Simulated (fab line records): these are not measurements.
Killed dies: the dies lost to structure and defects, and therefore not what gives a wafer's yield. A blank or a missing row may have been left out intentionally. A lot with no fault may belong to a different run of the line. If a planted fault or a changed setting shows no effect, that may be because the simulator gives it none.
Matching of chambers	flow n5 finfet	3 sister chambers for N5_BEOL_M15_DEP_53 on pecvd-03
The step deposits SiCN from 3MS/NH3, target thk 50 nm, time 17.8 s. 3 wafers are shown with their chamber, then 7 later ones without.

WAFERS PAIRED WITH THEIR CHAMBERS
wafer	chamber	throttle valve pct (%)
L078.1	2	16.9
L079.1	0	18.9
L079.4	1	17.8

WAFERS MISSING THEIR CHAMBER
wafer	throttle valve pct (%)
L079.6	19.2
L092.1	16.9
L092.2	17.8
L092.3	18.9
L097.3	19.3
L097.5	17.7
L097.6	17.4

WHICH CHAMBER EACH ONE RAN IN
wafer	from the rows above	in truth
L079.6	0	0
L092.1	2	2
L092.2	1	1
L092.3	0	0
L097.3	0	0
L097.5	1	1
L097.6	can't be placed: 1 or 2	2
6 of 7 placed correctly. These rows do not allow placing 1 (true chamber among the candidates in 1). Number placed wrongly: 0.
How it was worked out, from the rows above alone: a wafer's distance from a chamber is the root of the sum, over the readings, of the square of ((its reading less the chamber's mean) divided by the reading's scatter). The wafer belongs to the nearest chamber; if the next one is less than 2 further off, it can't be placed. The mean given for a chamber averages the wafers shown for that chamber. The scatter: with one shown wafer a chamber, the root of the mean of the squares of how far each hidden wafer lies from its nearest shown one.
